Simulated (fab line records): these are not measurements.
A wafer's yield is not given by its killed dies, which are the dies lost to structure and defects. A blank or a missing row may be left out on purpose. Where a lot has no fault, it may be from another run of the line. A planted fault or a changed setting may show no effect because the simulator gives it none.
fab line records	flow nandHarc
record: lots: 5	wafers: 15	lastDay: 23
route steps=1159 shown A_CONTACT@937 END@1159
lots that met no fault: taken from a fault-free run of the same line
startH: hours from the record's first day to the start of the lot's first wafer shown	waitH: hours since the lot's step before	" the same as in the row above	L1.1+2: several wafers, shown together as one row	- either no value or no given start	* or withheld: withheld	< > ~ a bound
route shown NAME@n: a module of which the file shows steps, and the number in the route of the first	usual: mean/standard deviation taken from wafers without a fault	same: alike in all rows	chamber/n: place in a boat	sites: each site's reading	_std_site: standard deviation across them	_edge_site: outer sites' mean less inner sites'	radiusMm: for every site, how far away it sits from the centre of the wafer	mask NAME#n: copy n	behind: the most recent tool/chamber to have shaped the wafer	hold: what put the lot on hold/how long, in hours/how the hold closed	device: the transistor (n, p or np) that didn't switch	end of line: the tests these same wafers got at the end of their route	step lacking rows: just its recipe	killed: count of dies lost to structure and defects at first sort (not the wafer's yield)	map: per-die view of a wafer (x killed, . not killed, _ where there is no die)
set.NAME: setting as actually run; set.NAME@STEP: the setting as run at that earlier step	model.NAME: the simulator's own value behind a step, which no gauge read
certain route steps with their lots: each step a table, each wafer a row
services: when a tool's chamber went out of use (startH, in hours from the record's first day, below 0 if earlier), for how many hours, and the reason
== steps ==
step: NHARC_A_CONTACT_INSPECT_10
usual: rawDefectCount: 25/12
lot.wafer	tool	chamber	startH	waitH	rawDefectCount
L776.1	defectInspect-01	-	409.60	0.0	7
L776.4	"	-	"	"	12
L776.6	"	-	"	"	11
L783.1	defectInspect-02	-	441.77	0.0	10
L783.5	"	-	"	"	11
L783.6	"	-	"	"	11
L785.2	defectInspect-01	-	454.26	0.0	41
L785.4	"	-	"	"	45
L785.5	"	-	"	"	39
L790.1	defectInspect-02	-	495.16	0.0	24
L790.4	"	-	"	"	30
L790.5	"	-	"	"	27
L791.1	defectInspect-01	-	499.31	0.0	28
L791.4	"	-	"	"	29
L791.6	"	-	"	"	23
step: NHARC_A_CONTACT_DESCUM_13
recipe: timeS: 3	o2FlowSccm: 200	arFlowSccm: 0	biasPowerW: 0	chemistry: O2
usual: drypumpMotorCurrentA: 5.4/0.36	o2FlowSccm: 200.1/0.57	oesProductAu: 1.000/0.012	rfVppV: 57.8/0.88	showerheadPlenumPTorr: 1.94/0.084	throttleValvePct: 11.311/0.0089
same: biasPowerW: 0
lot.wafer	tool	chamber	startH	waitH	drypumpMotorCurrentA	o2FlowSccm	oesProductAu	rfHoursCounterH	rfVppV	showerheadPlenumPTorr	throttleValvePct
L776.4	rieDiel-03	2	409.71	0.1	4.7	199.5	1.007	3	58.6	1.97	11.314
L776.1	"	3	"	"	5.5	200.2	0.992	3	57.9	2.06	11.311
L776.6	"	1	"	"	6.3	199.6	1.014	-	58.6	1.95	11.323
L783.1	rieDiel-07	1	441.87	0.1	5.5	200.4	1.014	6	58.6	2.02	11.298
L783.6	"	1	"	"	5.5	199.4	1.018	-	59.7	2.02	11.327
L783.5	"	2	"	"	5.4	201.0	0.988	-	56.3	1.95	11.342
L785.2	rieDiel-07	1	454.33	0.1	5.5	199.8	1.000	9	58.0	2.02	11.327
L785.4	"	2	"	"	5.4	199.9	0.981	8	56.7	1.95	11.315
L785.5	"	0	"	"	5.0	199.9	1.021	-	57.2	1.95	11.321
L790.1	rieDiel-06	0	495.24	0.1	5.7	201.6	0.973	21	57.5	1.79	11.310
L790.4	"	3	"	"	6.1	200.5	0.983	-	57.3	1.79	11.306
L790.5	"	0	"	"	5.7	200.7	0.985	-	55.5	1.79	11.308
L791.1	rieDiel-03	3	499.37	0.1	5.5	198.7	0.980	36	58.8	2.04	11.311
L791.4	"	1	"	"	6.3	200.2	1.003	38	57.7	1.94	11.325
L791.6	"	3	"	"	5.5	200.1	0.987	-	57.9	2.04	11.308
step: NHARC_A_CONTACT_ETCH_88
recipe: targetDepthA: 390	overEtchFrac: 0.3	timeS: 65	ionEnergyEv: 80	cf4FlowSccm: 150	arFlowSccm: 0	rfW: 300	biasW: 100	chemistry: CF4
step: NHARC_A_CONTACT_ETCH_89
recipe: targetDepthA: 2600	overEtchFrac: 0.3	timeS: 475.3	ionEnergyEv: 200	n2FlowSccm: 150	h2FlowSccm: 150	arFlowSccm: 0	rfW: 400	biasW: 150	chemistry: N2/H2
step: NHARC_A_CONTACT_ETCH_30
recipe: targetDepthA: 605	timeS: 30.2	cf4FlowSccm: 100	chf3FlowSccm: 30	arFlowSccm: 0	rfW: 500	biasW: 200	chemistry: CF4/CHF3
usual: drypumpMotorCurrentA: 5.5/0.36	oesProductAu: 0.936/0.019	rfFwdPowerW: 493.5/2	rfVppV: 371.3/2.4	showerheadPlenumPTorr: 1.59/0.066	throttleValvePct: 16.802/0.0096
lot.wafer	tool	chamber	startH	waitH	drypumpMotorCurrentA	oesProductAu	rfFwdPowerW	rfHoursCounterH	rfVppV	showerheadPlenumPTorr	throttleValvePct
L776.1	rieDiel-03	2	-	-	4.7	0.930	493.5	5	370.9	1.62	16.796
L776.4	"	3	"	"	5.5	0.925	491.5	5	374.6	1.68	16.793
L776.6	"	0	"	"	5.5	0.926	492.1	-	369.6	1.54	16.796
L783.1	rieDiel-07	1	-	-	5.5	0.940	491.6	7	371.6	1.66	16.803
L783.6	"	3	"	"	5.6	0.928	490.6	-	374.1	1.66	16.801
L783.5	"	0	"	"	5.1	0.927	492.6	-	373.1	1.60	16.803
L785.2	rieDiel-07	1	-	-	5.5	0.933	493.2	10	374.1	1.66	16.801
L785.4	"	3	"	"	5.6	0.930	493.6	10	373.7	1.66	16.783
L785.5	"	0	"	"	5.1	0.925	492.9	-	371.5	1.60	16.810
L790.1	rieDiel-06	3	-	-	6.1	0.940	495.7	24	367.1	1.48	16.807
L790.4	"	3	"	"	6.1	0.933	494.3	-	367.2	1.48	16.802
L790.5	"	1	"	"	5.0	0.945	493.4	-	369.7	1.51	16.790
L791.4	rieDiel-03	0	-	-	5.5	0.929	494.2	34	368.1	1.53	16.803
L791.1	"	2	"	"	4.7	0.938	494.6	37	371.8	1.61	16.796
L791.6	"	0	"	"	5.5	0.934	494.0	-	368.7	1.53	16.805
step: NHARC_A_CONTACT_ETCH_31
recipe: targetDepthA: 20000	overEtchFrac: 0.3	timeS: 520	ionEnergyEv: 150	o2FlowSccm: 400	cosFlowSccm: 20	arFlowSccm: 0	rfW: 500	biasW: 300	chemistry: O2/COS
step: NHARC_A_CONTACT_ETCH_134
recipe: sourceW: withheld	pressureMtorr: 20	biasV: withheld	timeS: 140	targetDepthA: 7000	arFlowSccm: withheld	c4f8FlowSccm: withheld	o2FlowSccm: withheld	chemistry: C4F8/O2/Ar
step: NHARC_A_CONTACT_ETCH_135
recipe: sourceW: withheld	pressureMtorr: 20	biasV: 3000	timeS: 132	targetDepthA: 12870	arFlowSccm: withheld	c4f8FlowSccm: withheld	o2FlowSccm: withheld	chemistry: C4F8/O2/Ar
lot.wafer	tool	chamber	startH	waitH	rfHoursCounterH
L776.1	harCapEtch-01	1	412.91	0.2	63
L776.4	"	1	"	"	-
L776.6	"	1	"	"	-
L783.1	harCapEtch-03	0	443.37	0.2	95
L783.5	"	1	"	"	-
L783.6	"	0	"	"	-
L785.2	harCapEtch-01	0	455.52	0.2	71
L785.4	"	0	"	"	-
L785.5	"	0	"	"	-
L790.1	harCapEtch-01	0	496.76	0.2	78
L790.4	"	0	"	"	-
L790.5	"	0	"	"	-
L791.1	harCapEtch-02	0	500.93	0.2	37
L791.4	"	0	"	"	-
L791.6	"	0	"	"	-
step: NHARC_A_CONTACT_ETCH_136
recipe: sourceW: withheld	pressureMtorr: 20	biasV: 3000	timeS: 132	targetDepthA: 12870	arFlowSccm: withheld	c4f8FlowSccm: withheld	o2FlowSccm: withheld	chemistry: C4F8/O2/Ar
lot.wafer	tool	chamber	startH	waitH	rfHoursCounterH
L776.1	harCapEtch-01	1	413.03	0.1	63
L776.4	"	1	"	"	-
L776.6	"	1	"	"	-
L783.1	harCapEtch-03	0	443.50	0.1	95
L783.5	"	1	"	"	-
L783.6	"	0	"	"	-
L785.2	harCapEtch-01	0	455.65	0.1	71
L785.4	"	0	"	"	-
L785.5	"	0	"	"	-
L790.1	harCapEtch-01	0	496.88	0.1	79
L790.4	"	0	"	"	-
L790.5	"	0	"	"	-
L791.1	harCapEtch-02	0	501.05	0.1	37
L791.4	"	0	"	"	-
L791.6	"	0	"	"	-
step: NHARC_A_CONTACT_ETCH_137
recipe: sourceW: withheld	pressureMtorr: 20	biasV: 3000	timeS: 132	targetDepthA: 12870	arFlowSccm: withheld	c4f8FlowSccm: withheld	o2FlowSccm: withheld	chemistry: C4F8/O2/Ar
lot.wafer	tool	chamber	startH	waitH	rfHoursCounterH
L776.1	harCapEtch-01	1	413.15	0.1	63
L776.4	"	1	"	"	-
L776.6	"	1	"	"	-
L783.1	harCapEtch-03	0	443.62	0.1	95
L783.5	"	1	"	"	-
L783.6	"	0	"	"	-
L785.2	harCapEtch-01	0	455.77	0.1	71
L785.4	"	0	"	"	-
L785.5	"	0	"	"	-
L790.1	harCapEtch-01	0	497.00	0.1	79
L790.4	"	0	"	"	-
L790.5	"	0	"	"	-
L791.1	harCapEtch-02	0	501.17	0.1	37
L791.4	"	0	"	"	-
L791.6	"	0	"	"	-
step: NHARC_A_CONTACT_ETCH_138
recipe: sourceW: withheld	pressureMtorr: 20	biasV: 3000	timeS: 132	targetDepthA: 12890	arFlowSccm: withheld	c4f8FlowSccm: withheld	o2FlowSccm: withheld	chemistry: C4F8/O2/Ar
step: NHARC_A_CONTACT_ETCH_139
recipe: sourceW: withheld	pressureMtorr: 20	biasV: 400	timeS: 137	targetDepthA: 5900	arFlowSccm: withheld	c4f8FlowSccm: 11.5	o2FlowSccm: 7.2	chemistry: C4F8/O2/Ar
step: NHARC_A_CONTACT_ETCH_92
recipe: targetDepthA: 400	overEtchFrac: 0.5	timeS: 85.7	ionEnergyEv: 120	ch3fFlowSccm: 50	o2FlowSccm: 30	arFlowSccm: 200	rfW: 500	biasW: 100	chemistry: CH3F/O2
usual: drypumpMotorCurrentA: 5.5/0.41	o2FlowSccm: 30.00/0.083	oesProductAu: 0.95/0.035	rfFwdPowerW: 497.1/1.6	rfVppV: 244.6/1.8	showerheadPlenumPTorr: 2.48/0.11	throttleValvePct: 20.663/0.0092
lot.wafer	tool	chamber	startH	waitH	drypumpMotorCurrentA	o2FlowSccm	oesProductAu	rfFwdPowerW	rfHoursCounterH	rfVppV	showerheadPlenumPTorr	throttleValvePct
L776.1	rieDiel-03	2	413.87	0.4	4.7	30.02	0.93	498.4	6	246.2	2.53	20.665
L776.4	"	3	"	"	5.5	30.03	0.92	493.9	6	246.6	2.63	20.661
L776.6	"	0	"	"	5.5	30.07	0.92	498.3	-	244.7	2.41	20.651
L783.1	rieDiel-07	1	444.25	0.3	5.5	29.98	0.93	494.3	7	245.9	2.59	20.660
L783.6	"	1	"	"	5.5	30.06	0.94	495.4	-	247.1	2.59	20.667
L783.5	"	2	"	"	5.5	30.11	0.93	497.3	-	245.3	2.51	20.662
L785.2	rieDiel-03	0	456.40	0.3	5.6	30.08	0.73	498.0	22	244.2	2.40	20.666
L785.4	"	2	"	"	4.7	29.95	0.94	494.6	22	244.7	2.52	20.649
L785.5	"	0	"	"	5.5	29.98	0.73	500.1	-	243.4	2.40	20.659
L790.4	rieDiel-07	2	497.66	0.3	5.4	30.11	0.91	499.3	18	243.8	2.50	20.666
L790.1	"	1	"	"	5.5	29.92	0.93	496.6	19	246.4	2.59	20.661
L790.5	"	2	"	"	5.4	30.17	0.90	500.3	-	245.0	2.50	20.660
L791.4	rieDiel-06	3	501.87	0.3	6.1	30.11	0.99	498.3	26	241.9	2.30	20.659
L791.1	"	1	"	"	5.0	29.96	1.00	497.5	26	242.1	2.36	20.668
L791.6	"	0	"	"	5.7	30.05	0.98	494.8	-	241.9	2.31	20.658
step: NHARC_A_CONTACT_ETCH_98
recipe: targetDepthA: 200	overEtchFrac: 0.5	timeS: 10	ionEnergyEv: 250	c4f6FlowSccm: 25	o2FlowSccm: 20	arFlowSccm: 500	rfW: 600	biasW: 500	chemistry: C4F6/O2
step: NHARC_END_SORT_01
recipe: tempC: 25
usual: killedAtArray: 21/8.9	killedAtOther: 0.8/1.3	killedAtPeriphery: 3.6/2.4	killedDies: 26/8.9	killedOpen: 3.1/1.8	killedShort: 1.9/1.3
same: grossDies: 677
lot.wafer	tool	chamber	startH	waitH	killedAtArray	killedAtOther	killedAtPeriphery	killedDies	killedOpen	killedShort
L776.1	prober-01	0	463.58	2.5	7	1	3	11	1	2
L776.4	prober-01	0	466.01	3.4	14	2	4	20	8	0
L776.6	prober-01	0	467.63	4.1	14	0	8	22	3	4
L785.2	prober-01	0	524.34	2.8	35	0	8	43	6	1
L785.4	prober-01	0	525.94	3.4	28	1	8	37	5	3
L785.5	prober-01	0	526.74	3.7	27	0	2	29	2	0
L791.1	prober-02	0	558.79	2.5	15	0	2	17	6	0
L791.4	prober-02	0	561.18	3.4	21	0	2	23	4	2
L791.6	prober-02	0	562.77	4.0	19	0	3	22	4	4
killed by level:class
L776.1 P_M1:chamberFilmFlake=3 A_WL_FILL:geometricParticle:short=2 A_CHANNEL_HOLE_D1:chamberFilmFlake=2 A_CHANNEL_FILL_D1:geometricParticle:open=1 A_STAIRCASE:chamberFilmFlake=1 A_CONTACT:chamberFilmFlake=1 THIN_TSV:chamberFilmFlake=1
L776.4 A_STAIRCASE:chamberFilmFlake=4 A_CONTACT:geometricParticle:open=3 A_ZERO_WELL:chamberFilmFlake=2 THIN_TSV:chamberFilmFlake=2 P_GATE:geometricParticle:open=1 P_M2:geometricParticle:open=1 A_CHANNEL_HOLE_D1:geometricParticle:open=1 A_WL_FILL:geometricParticle:open=1
L776.6 P_M1:chamberFilmFlake=8 A_CONTACT:chamberFilmFlake=3 A_ONON_D1:geometricParticle:short=2 A_WL_FILL:geometricParticle:short=2 A_CHANNEL_HOLE_D1:chamberFilmFlake=2 A_CHANNEL_FILL_D1:geometricParticle:open=1 A_WL_FILL:geometricParticle:open=1 A_CONTACT:geometricParticle:open=1
L785.2 A_CHANNEL_HOLE_D1:chamberFilmFlake=24 P_ZERO_WELL:chamberFilmFlake=5 A_M0:geometricParticle:open=3 A_SLIT:chamberFilmFlake=3 A_CONTACT:chamberFilmFlake=3 P_CONTACT:geometricParticle:open=1 P_M0:geometricParticle:open=1 P_M0:geometricParticle:short=1
L785.4 A_CHANNEL_HOLE_D1:chamberFilmFlake=18 A_SLIT:chamberFilmFlake=6 P_ZERO_WELL:chamberFilmFlake=3 P_CONTACT:geometricParticle:open=1 P_M0:geometricParticle:open=1 P_M2:geometricParticle:short=1 A_ONON_D1:geometricParticle:open=1 A_SGD_CUT:geometricParticle:short=1
L785.5 A_CHANNEL_HOLE_D1:chamberFilmFlake=16 A_SLIT:chamberFilmFlake=5 A_CONTACT:chamberFilmFlake=3 P_ZERO_WELL:chamberFilmFlake=2 A_CONTACT:geometricParticle:open=1 A_M0:geometricParticle:open=1 A_WL_FILL:chamberFilmFlake=1
L791.1 A_SLIT:chamberFilmFlake=5 A_CHANNEL_HOLE_D1:chamberFilmFlake=3 A_CONTACT:geometricParticle:open=2 P_GATE:chamberFilmFlake=2 A_ONON_D1:geometricParticle:open=1 A_CHANNEL_FILL_D1:geometricParticle:open=1 A_WL_FILL:geometricParticle:open=1 A_BLC:geometricParticle:open=1
L791.4 A_SLIT:chamberFilmFlake=8 A_STAIRCASE:chamberFilmFlake=4 A_CONTACT:geometricParticle:open=2 A_CHANNEL_HOLE_D1:chamberFilmFlake=2 P_M2:geometricParticle:open=1 A_SGD_CUT:geometricParticle:open=1 A_SLIT:geometricParticle:short=1 A_CONTACT:geometricParticle:short=1
L791.6 A_SLIT:chamberFilmFlake=7 A_CHANNEL_HOLE_D1:chamberFilmFlake=3 P_GATE:chamberFilmFlake=2 A_BLC:geometricParticle:open=2 P_M0:geometricParticle:short=1 A_SOURCE_PLATE:geometricParticle:open=1 A_ONON_D1:geometricParticle:short=1 A_CHANNEL_FILL_D1:geometricParticle:short=1
== services ==
tool	chamber	startH	hours	kind
rieDiel-03	-	392.98	9.0	pm
rieDiel-03	0	392.98	9.0	ventCycle
rieDiel-03	1	392.98	9.0	ventCycle
rieDiel-03	2	392.98	9.0	ventCycle
rieDiel-03	3	392.98	9.0	ventCycle
rieDiel-03	0	401.98	-	clean
rieDiel-03	1	401.98	-	clean
rieDiel-03	2	401.98	-	clean
rieDiel-03	2	401.98	-	consumableReplace:focusRing
rieDiel-03	3	401.98	-	clean
rieDiel-07	-	405.26	9.0	pm
rieDiel-07	0	405.26	9.0	ventCycle
rieDiel-07	1	405.26	9.0	ventCycle
rieDiel-07	2	405.26	9.0	ventCycle
rieDiel-07	3	405.26	9.0	ventCycle
rieDiel-07	0	414.26	-	clean
rieDiel-07	1	414.26	-	clean
rieDiel-06	-	418.51	9.0	pm
rieDiel-06	0	431.42	6.5	repair
rieDiel-07	2	448.88	4.5	repair
rieDiel-06	2	464.73	36.3	repair
rieDiel-07	3	479.40	6.8	repair
rieDiel-03	0	483.23	6.2	repair
rieDiel-03	3	496.21	1.4	repair
== key ==
firstSign: step: NHARC_A_CONTACT_ETCH_92	reading: oesProductAu	direction: down	sigmas: 6.3	usual: 0.95	struck: 0.73
effect none on later readings
metAt NHARC_A_CONTACT_ETCH_92
struckWafers L785.2,L785.5
testerLeftOut L785
onsetBetween 413.87 456.40
fault: kind: processParameterDrift	tool: rieDiel-03	chamber: 0	onsetH: 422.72	steps: NHARC_A_CONTACT_ETCH_92	channel: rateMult	offset: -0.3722	shape: step	endH: 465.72
testerLeftOut: of these lots the tester's yield and bins aren't shown, on N5 and GAA mostly nor the transistor test; their killed dies are dies lost to structure and defects alone, not to doping, threshold or leakage, so they don't give the yield
